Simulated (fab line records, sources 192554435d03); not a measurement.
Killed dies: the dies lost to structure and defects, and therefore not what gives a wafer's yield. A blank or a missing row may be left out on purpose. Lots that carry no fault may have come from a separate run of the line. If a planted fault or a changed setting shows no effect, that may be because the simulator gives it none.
Which of the tools did it? :: flow n5-finfet :: 24 wafers from 8 lots sampled at 5 of the route's 1938 steps

== WHAT THE GAUGES READ, wafer by wafer ==
No reading from a measuring or inspecting step in the record can be judged against a usual standard deviation.

== WHICH TOOL RAN EACH LOT (tool, then ch and the chambers of the sampled wafers, then the start) ==
lot: L539
N5_BEOL_M7_ETCH_61: rie-diel-05 ch 0,1,2, day 9 18:36
N5_BEOL_M7_ETCH_66: rie-diel-05 ch 0,2,3, day 9 19:32
N5_BEOL_M7_VIA_ETCH_34: rie-diel-05 ch 0,2,3, day 9 19:38
N5_BEOL_M7_STRIP_36: rie-diel-05 ch 0,2,3, day 9 19:41
N5_PASSIVATION_PROBE_49: -

lot: L538
N5_BEOL_M7_ETCH_61: rie-diel-04 ch 1,3, day 9 20:59
N5_BEOL_M7_ETCH_66: rie-diel-05 ch 0,2,3, day 9 23:52
N5_BEOL_M7_VIA_ETCH_34: rie-diel-05 ch 0,2,3, day 9 23:59
N5_BEOL_M7_STRIP_36: rie-diel-05 ch 0,2,3, day 10 00:02
N5_PASSIVATION_PROBE_49: -

lot: L540
N5_BEOL_M7_ETCH_61: rie-diel-03 ch 0,3, day 9 21:16
N5_BEOL_M7_ETCH_66: rie-diel-03 ch 1,2, day 9 23:40
N5_BEOL_M7_VIA_ETCH_34: rie-diel-03 ch 1,2, day 9 23:46
N5_BEOL_M7_STRIP_36: rie-diel-03 ch 1,2, day 9 23:49
N5_PASSIVATION_PROBE_49: prober-02, day 13 13:52

lot: L542
N5_BEOL_M7_ETCH_61: rie-diel-05 ch 0,3, day 10 11:37
N5_BEOL_M7_ETCH_66: rie-diel-04 ch 0,2,3, day 10 14:07
N5_BEOL_M7_VIA_ETCH_34: rie-diel-04 ch 0,2,3, day 10 14:13
N5_BEOL_M7_STRIP_36: rie-diel-04 ch 0,2,3, day 10 14:16
N5_PASSIVATION_PROBE_49: -

lot: L549
N5_BEOL_M7_ETCH_61: rie-diel-05 ch 0,1,2, day 12 20:32
N5_BEOL_M7_ETCH_66: rie-diel-05 ch 0,2, day 12 23:08
N5_BEOL_M7_VIA_ETCH_34: rie-diel-05 ch 0,2, day 12 23:14
N5_BEOL_M7_STRIP_36: rie-diel-05 ch 0,2, day 12 23:17
N5_PASSIVATION_PROBE_49: -

lot: L551
N5_BEOL_M7_ETCH_61: rie-diel-04 ch 0,2,3, day 13 01:38
N5_BEOL_M7_ETCH_66: rie-diel-05 ch 0,1,2, day 13 03:20
N5_BEOL_M7_VIA_ETCH_34: rie-diel-05 ch 0,1,2, day 13 03:26
N5_BEOL_M7_STRIP_36: rie-diel-05 ch 0,1,2, day 13 03:29
N5_PASSIVATION_PROBE_49: prober-01, day 16 09:46

lot: L557
N5_BEOL_M7_ETCH_61: rie-diel-04 ch 2,3, day 14 17:55
N5_BEOL_M7_ETCH_66: rie-diel-04 ch 1,2, day 14 19:53
N5_BEOL_M7_VIA_ETCH_34: rie-diel-04 ch 1,2, day 14 19:59
N5_BEOL_M7_STRIP_36: rie-diel-04 ch 1,2, day 14 20:02
N5_PASSIVATION_PROBE_49: -

lot: L558
N5_BEOL_M7_ETCH_61: rie-diel-04 ch 0,2,3, day 14 21:29
N5_BEOL_M7_ETCH_66: rie-diel-03 ch 0,2, day 15 00:17
N5_BEOL_M7_VIA_ETCH_34: rie-diel-03 ch 0,2, day 15 00:23
N5_BEOL_M7_STRIP_36: rie-diel-03 ch 0,2, day 15 00:26
N5_PASSIVATION_PROBE_49: -
- N5_BEOL_M7_ETCH_61: etches SiARC in CF4, target depth 45.5 nm, time 75.8 s.
- N5_BEOL_M7_ETCH_66: etches SOC in N2/H2, target depth 80 nm, overetch 16 nm, time 120 s.
- N5_BEOL_M7_VIA_ETCH_34: etches SiCOH lowk in C4F6/O2, target depth 125.5 nm, time 50.5 s.
- N5_BEOL_M7_STRIP_36: strips in N2/H2.
- N5_PASSIVATION_PROBE_49

== WHAT THE TOOLS THEMSELVES READ (means of the sampled wafers that have a number; where no wafer has one, the mark that the record gives instead) ==
N5_BEOL_M7_ETCH_61. Usual: bias-w 36.00 W, standard deviation 0.11; chamber-pressure-mTorr 40.01 mTorr, standard deviation 0.037; drypump-motor-current-A 5.6 A, standard deviation 0.45; etch-rf-on-time-s 75.4 s, standard deviation 1.8; mfc-ar-sccm 100.01 sccm, standard deviation 0.28; oes-product-au 0.68 a.u., standard deviation 0.073; rf-vpp-V 183.9 V, standard deviation 1.2; showerhead-plenum-p-Torr 2.14 Torr, standard deviation 0.077; throttle-valve-pct 15.57 %, standard deviation 0.26.
lot: L539
tool: rie-diel-05
bias-w (W): 36.01
chamber-pressure-mTorr (mTorr): 39.99
drypump-motor-current-A (A): 5.8
etch-rf-on-time-s (s): 75.4
mfc-ar-sccm (sccm): 99.84
oes-product-au (a.u.): 0.68
rf-vpp-V (V): 182.8
showerhead-plenum-p-Torr (Torr): 2.09
throttle-valve-pct (%): 15.44
flag: 

lot: L538
tool: rie-diel-04
bias-w (W): 36.11
chamber-pressure-mTorr (mTorr): 40.01
drypump-motor-current-A (A): 5.2
etch-rf-on-time-s (s): 76.4
mfc-ar-sccm (sccm): 100.24
oes-product-au (a.u.): 0.62
rf-vpp-V (V): 183.6
showerhead-plenum-p-Torr (Torr): 2.16
throttle-valve-pct (%): 15.56
flag: 

lot: L540
tool: rie-diel-03
bias-w (W): 35.97
chamber-pressure-mTorr (mTorr): 40.00
drypump-motor-current-A (A): 5.8
etch-rf-on-time-s (s): 76.8
mfc-ar-sccm (sccm): 99.73
oes-product-au (a.u.): 0.66
rf-vpp-V (V): 184.5
showerhead-plenum-p-Torr (Torr): 2.20
throttle-valve-pct (%): 15.86
flag: 

lot: L542
tool: rie-diel-05
bias-w (W): 36.00
chamber-pressure-mTorr (mTorr): 40.00
drypump-motor-current-A (A): 5.6
etch-rf-on-time-s (s): 75.3
mfc-ar-sccm (sccm): 100.36
oes-product-au (a.u.): 0.72
rf-vpp-V (V): 184.4
showerhead-plenum-p-Torr (Torr): 2.13
throttle-valve-pct (%): 15.46
flag: 

lot: L549
tool: rie-diel-05
bias-w (W): 35.97
chamber-pressure-mTorr (mTorr): 40.00
drypump-motor-current-A (A): 5.8
etch-rf-on-time-s (s): 76.6
mfc-ar-sccm (sccm): 99.85
oes-product-au (a.u.): 0.65
rf-vpp-V (V): 182.5
showerhead-plenum-p-Torr (Torr): 2.08
throttle-valve-pct (%): 15.47
flag: 

lot: L551
tool: rie-diel-04
bias-w (W): 35.92
chamber-pressure-mTorr (mTorr): 40.02
drypump-motor-current-A (A): 5.6
etch-rf-on-time-s (s): 75.1
mfc-ar-sccm (sccm): 100.13
oes-product-au (a.u.): 0.67
rf-vpp-V (V): 183.6
showerhead-plenum-p-Torr (Torr): 2.12
throttle-valve-pct (%): 15.53
flag: 

lot: L557
tool: rie-diel-04
bias-w (W): 36.09
chamber-pressure-mTorr (mTorr): 39.97
drypump-motor-current-A (A): 5.3
etch-rf-on-time-s (s): 75.5
mfc-ar-sccm (sccm): 99.88
oes-product-au (a.u.): 0.66
rf-vpp-V (V): 184.3
showerhead-plenum-p-Torr (Torr): 2.19
throttle-valve-pct (%): 15.37
flag: 

lot: L558
tool: rie-diel-04
bias-w (W): 35.94
chamber-pressure-mTorr (mTorr): 40.01
drypump-motor-current-A (A): 5.6
etch-rf-on-time-s (s): 74.2
mfc-ar-sccm (sccm): 100.47
oes-product-au (a.u.): 0.67
rf-vpp-V (V): 183.8
showerhead-plenum-p-Torr (Torr): 2.12
throttle-valve-pct (%): 15.56
flag: 

N5_BEOL_M7_ETCH_66. Usual: bias-w 150.0 W, standard deviation 0.46; chamber-pressure-mTorr 30.000 mTorr, standard deviation 0.026; drypump-motor-current-A 5.6 A, standard deviation 0.4; oes-product-au 0.61 a.u., standard deviation 0.058; rf-vpp-V 523.3 V, standard deviation 2.5; showerhead-plenum-p-Torr 2.52 Torr, standard deviation 0.088; temp-c 39.97 C, standard deviation 0.1; throttle-valve-pct 17.75 %, standard deviation 0.29.
lot: L539
tool: rie-diel-05
bias-w (W): 150.0
chamber-pressure-mTorr (mTorr): 30.008
drypump-motor-current-A (A): 5.8
oes-product-au (a.u.): 0.63
rf-vpp-V (V): 522.8
showerhead-plenum-p-Torr (Torr): 2.53
temp-c (C): 39.99
throttle-valve-pct (%): 17.78
flag: 

lot: L538
tool: rie-diel-05
bias-w (W): 150.1
chamber-pressure-mTorr (mTorr): 30.037
drypump-motor-current-A (A): 5.8
oes-product-au (a.u.): 0.63
rf-vpp-V (V): 523.5
showerhead-plenum-p-Torr (Torr): 2.53
temp-c (C): 39.88
throttle-valve-pct (%): 17.78
flag: 

lot: L540
tool: rie-diel-03
bias-w (W): 149.9
chamber-pressure-mTorr (mTorr): 30.025
drypump-motor-current-A (A): 5.2
oes-product-au (a.u.): 0.65
rf-vpp-V (V): 523.4
showerhead-plenum-p-Torr (Torr): 2.55
temp-c (C): 39.96
throttle-valve-pct (%): 17.88
flag: 

lot: L542
tool: rie-diel-04
bias-w (W): 150.4
chamber-pressure-mTorr (mTorr): 30.013
drypump-motor-current-A (A): 5.6
oes-product-au (a.u.): 0.62
rf-vpp-V (V): 523.6
showerhead-plenum-p-Torr (Torr): 2.54
temp-c (C): 39.95
throttle-valve-pct (%): 17.79
flag: 

lot: L549
tool: rie-diel-05
bias-w (W): 149.9
chamber-pressure-mTorr (mTorr): 30.011
drypump-motor-current-A (A): 6.0
oes-product-au (a.u.): 0.63
rf-vpp-V (V): 522.9
showerhead-plenum-p-Torr (Torr): 2.50
temp-c (C): 39.95
throttle-valve-pct (%): 17.68
flag: 

lot: L551
tool: rie-diel-05
bias-w (W): 149.8
chamber-pressure-mTorr (mTorr): 30.008
drypump-motor-current-A (A): 5.8
oes-product-au (a.u.): 0.59
rf-vpp-V (V): 521.8
showerhead-plenum-p-Torr (Torr): 2.47
temp-c (C): 40.02
throttle-valve-pct (%): 17.69
flag: 

lot: L557
tool: rie-diel-04
bias-w (W): 149.7
chamber-pressure-mTorr (mTorr): 30.013
drypump-motor-current-A (A): 5.0
oes-product-au (a.u.): 0.59
rf-vpp-V (V): 520.3
showerhead-plenum-p-Torr (Torr): 2.44
temp-c (C): 39.93
throttle-valve-pct (%): 17.78
flag: 

lot: L558
tool: rie-diel-03
bias-w (W): 149.9
chamber-pressure-mTorr (mTorr): 29.989
drypump-motor-current-A (A): 5.9
oes-product-au (a.u.): 0.66
rf-vpp-V (V): 528.0
showerhead-plenum-p-Torr (Torr): 2.69
temp-c (C): 39.91
throttle-valve-pct (%): 17.77
flag: 

N5_BEOL_M7_VIA_ETCH_34. Usual: C4F6_flow_sccm 9.999 sccm, standard deviation 0.03; bias-w 185.0 W, standard deviation 0.56; chamber-pressure-mTorr 30.000 mTorr, standard deviation 0.029; drypump-motor-current-A 5.6 A, standard deviation 0.39; mfc-ar-sccm 300.0 sccm, standard deviation 0.94; oes_f_703_au 0.79 a.u., standard deviation 0.076; oes-product-au 0.79 a.u., standard deviation 0.08; rf-vpp-V 667 V, standard deviation 13; showerhead-plenum-p-Torr 2.82 Torr, standard deviation 0.1; throttle-valve-pct 20.81 %, standard deviation 0.26.
lot: L539
tool: rie-diel-05
C4F6_flow_sccm (sccm): 10.001
bias-w (W): 185.4
chamber-pressure-mTorr (mTorr): 29.983
drypump-motor-current-A (A): 5.8
mfc-ar-sccm (sccm): 299.2
oes_f_703_au (a.u.): 0.82
oes-product-au (a.u.): 0.82
rf-vpp-V (V): 659
showerhead-plenum-p-Torr (Torr): 2.84
throttle-valve-pct (%): 20.85
flag: 

lot: L538
tool: rie-diel-05
C4F6_flow_sccm (sccm): 9.993
bias-w (W): 185.2
chamber-pressure-mTorr (mTorr): 30.003
drypump-motor-current-A (A): 5.7
mfc-ar-sccm (sccm): 300.4
oes_f_703_au (a.u.): 0.82
oes-product-au (a.u.): 0.81
rf-vpp-V (V): 659
showerhead-plenum-p-Torr (Torr): 2.84
throttle-valve-pct (%): 20.86
flag: 

lot: L540
tool: rie-diel-03
C4F6_flow_sccm (sccm): 10.009
bias-w (W): 185.1
chamber-pressure-mTorr (mTorr): 29.972
drypump-motor-current-A (A): 5.2
mfc-ar-sccm (sccm): 299.9
oes_f_703_au (a.u.): 0.85
oes-product-au (a.u.): 0.86
rf-vpp-V (V): 667
showerhead-plenum-p-Torr (Torr): 2.84
throttle-valve-pct (%): 20.83
flag: 

lot: L542
tool: rie-diel-04
C4F6_flow_sccm (sccm): 9.984
bias-w (W): 185.3
chamber-pressure-mTorr (mTorr): 30.027
drypump-motor-current-A (A): 5.6
mfc-ar-sccm (sccm): 300.4
oes_f_703_au (a.u.): 0.82
oes-product-au (a.u.): 0.80
rf-vpp-V (V): 660
showerhead-plenum-p-Torr (Torr): 2.84
throttle-valve-pct (%): 20.78
flag: 

lot: L549
tool: rie-diel-05
C4F6_flow_sccm (sccm): 10.025
bias-w (W): 199.3
chamber-pressure-mTorr (mTorr): 29.987
drypump-motor-current-A (A): 6.0
mfc-ar-sccm (sccm): 301.0
oes_f_703_au (a.u.): 0.83
oes-product-au (a.u.): 0.83
rf-vpp-V (V): 706
showerhead-plenum-p-Torr (Torr): 2.81
throttle-valve-pct (%): 20.73
flag: OFF

lot: L551
tool: rie-diel-05
C4F6_flow_sccm (sccm): 10.019
bias-w (W): 199.2
chamber-pressure-mTorr (mTorr): 30.011
drypump-motor-current-A (A): 5.8
mfc-ar-sccm (sccm): 300.2
oes_f_703_au (a.u.): 0.77
oes-product-au (a.u.): 0.78
rf-vpp-V (V): 712
showerhead-plenum-p-Torr (Torr): 2.77
throttle-valve-pct (%): 20.72
flag: OFF

lot: L557
tool: rie-diel-04
C4F6_flow_sccm (sccm): 9.997
bias-w (W): 185.6
chamber-pressure-mTorr (mTorr): 29.997
drypump-motor-current-A (A): 5.0
mfc-ar-sccm (sccm): 300.4
oes_f_703_au (a.u.): 0.78
oes-product-au (a.u.): 0.77
rf-vpp-V (V): 663
showerhead-plenum-p-Torr (Torr): 2.73
throttle-valve-pct (%): 20.85
flag: 

lot: L558
tool: rie-diel-03
C4F6_flow_sccm (sccm): 9.981
bias-w (W): 185.0
chamber-pressure-mTorr (mTorr): 30.005
drypump-motor-current-A (A): 5.9
mfc-ar-sccm (sccm): 299.4
oes_f_703_au (a.u.): 0.84
oes-product-au (a.u.): 0.85
rf-vpp-V (V): 678
showerhead-plenum-p-Torr (Torr): 3.00
throttle-valve-pct (%): 20.85
flag: 

N5_BEOL_M7_STRIP_36. Usual: chamber-pressure-mTorr 20.00 mTorr (standard deviation 0.034); drypump-motor-current-A 5.6 A (standard deviation 0.39); oes-product-au 0.80 a.u. (standard deviation 0.082); rf-vpp-V 59.0 V (standard deviation 1.5); showerhead-plenum-p-Torr 2.52 Torr (standard deviation 0.089); temp-c 40.00 C (standard deviation 0.1); throttle-valve-pct 23.6 % (standard deviation 0.37).
lot: L539
tool: rie-diel-05
chamber-pressure-mTorr (mTorr): 19.98
drypump-motor-current-A (A): 5.8
oes-product-au (a.u.): 0.83
rf-vpp-V (V): 59.8
showerhead-plenum-p-Torr (Torr): 2.53
temp-c (C): 39.94
throttle-valve-pct (%): 23.7
flag: 

lot: L538
tool: rie-diel-05
chamber-pressure-mTorr (mTorr): 20.01
drypump-motor-current-A (A): 5.8
oes-product-au (a.u.): 0.82
rf-vpp-V (V): 59.3
showerhead-plenum-p-Torr (Torr): 2.53
temp-c (C): 40.00
throttle-valve-pct (%): 23.7
flag: 

lot: L540
tool: rie-diel-03
chamber-pressure-mTorr (mTorr): 20.00
drypump-motor-current-A (A): 5.3
oes-product-au (a.u.): 0.86
rf-vpp-V (V): 58.4
showerhead-plenum-p-Torr (Torr): 2.55
temp-c (C): 39.91
throttle-valve-pct (%): 23.9
flag: 

lot: L542
tool: rie-diel-04
chamber-pressure-mTorr (mTorr): 20.00
drypump-motor-current-A (A): 5.6
oes-product-au (a.u.): 0.81
rf-vpp-V (V): 58.8
showerhead-plenum-p-Torr (Torr): 2.54
temp-c (C): 39.96
throttle-valve-pct (%): 23.7
flag: 

lot: L549
tool: rie-diel-05
chamber-pressure-mTorr (mTorr): 19.99
drypump-motor-current-A (A): 6.0
oes-product-au (a.u.): 0.82
rf-vpp-V (V): 58.6
showerhead-plenum-p-Torr (Torr): 2.50
temp-c (C): 39.98
throttle-valve-pct (%): 23.6
flag: 

lot: L551
tool: rie-diel-05
chamber-pressure-mTorr (mTorr): 19.98
drypump-motor-current-A (A): 5.8
oes-product-au (a.u.): 0.76
rf-vpp-V (V): 60.3
showerhead-plenum-p-Torr (Torr): 2.47
temp-c (C): 40.02
throttle-valve-pct (%): 23.5
flag: 

lot: L557
tool: rie-diel-04
chamber-pressure-mTorr (mTorr): 19.99
drypump-motor-current-A (A): 5.0
oes-product-au (a.u.): 0.77
rf-vpp-V (V): 59.3
showerhead-plenum-p-Torr (Torr): 2.43
temp-c (C): 40.14
throttle-valve-pct (%): 23.6
flag: 

lot: L558
tool: rie-diel-03
chamber-pressure-mTorr (mTorr): 19.99
drypump-motor-current-A (A): 5.9
oes-product-au (a.u.): 0.86
rf-vpp-V (V): 60.2
showerhead-plenum-p-Torr (Torr): 2.68
temp-c (C): 39.97
throttle-valve-pct (%): 23.6
flag: 

N5_PASSIVATION_PROBE_49. Usual: defect-limited-yield 91.2 %, standard deviation 1.3; killed_at_M0_to_M3 34, standard deviation 10; killed_at_M4_up 13, standard deviation 4.6; killed-at-contacts 13, standard deviation 5.5; killed-at-front-end 41, standard deviation 12; killed-at-other 2.8, standard deviation 2.4; killed-dies 104, standard deviation 16; killed-open 67, standard deviation 12; killed-short 33, standard deviation 7.2; sort_bin_5_function 5.1 %, standard deviation 0.86; sort_bin_6_memory 3.3 %, standard deviation 0.62; sort_bin_8_speed 0.00 %, standard deviation 0.014; sort-n-pass 1076, standard deviation 16.
lot: L540
tool: prober-02
defect-limited-yield (%): 92.3
killed_at_M0_to_M3: 28
killed_at_M4_up: 10
killed-at-contacts: 19
killed-at-front-end: 31
killed-at-other: 3.0
killed-dies: 91
killed-open: 59
killed-short: 28
sort_bin_5_function (%): 4.3
sort_bin_6_memory (%): 3.1
sort_bin_8_speed (%): 0.00
sort-n-pass: 1089
flag: 

lot: L551
tool: prober-01
defect-limited-yield (%): 91.5
killed_at_M0_to_M3: 32
killed_at_M4_up: 9
killed-at-contacts: 9
killed-at-front-end: 44
killed-at-other: 7.0
killed-dies: 100
killed-open: 68
killed-short: 27
sort_bin_5_function (%): 5.2
sort_bin_6_memory (%): 3.0
sort_bin_8_speed (%): 0.00
sort-n-pass: 1080
flag: 

== THE ANSWER, worked out from the rows above alone ==
Rule: lot off if the mean of its wafers having a number is beyond 3 standard deviations from the usual mean. A lot without any number at a reading at which 4 lots or more have one is off too. Where the step has rows for the other lots, those lots are counted as sound. Order of review: gauges by route order, followed by the tools' own readings, for which a lot's mean as printed above is used. At the first step where some lot is off, the reading lying furthest off is the one used; lots without a number count as furthest.
Off at N5_BEOL_M7_VIA_ETCH_34 (bias-w): L549, L551.
A tool fits if, at that step or a process step before it, it ran every lot that is off, and no sound lot after the first of them. One candidate fits, namely rie-diel-05 at N5_BEOL_M7_ETCH_66 and N5_BEOL_M7_VIA_ETCH_34. At N5_BEOL_M7_ETCH_66 its last sound lot is L538 (day 9 23:52), its first lot that is off L549 (day 12 23:08): a fault that began between those two fits.

== WHAT WAS PUT IN BY THE SIMULATOR ==
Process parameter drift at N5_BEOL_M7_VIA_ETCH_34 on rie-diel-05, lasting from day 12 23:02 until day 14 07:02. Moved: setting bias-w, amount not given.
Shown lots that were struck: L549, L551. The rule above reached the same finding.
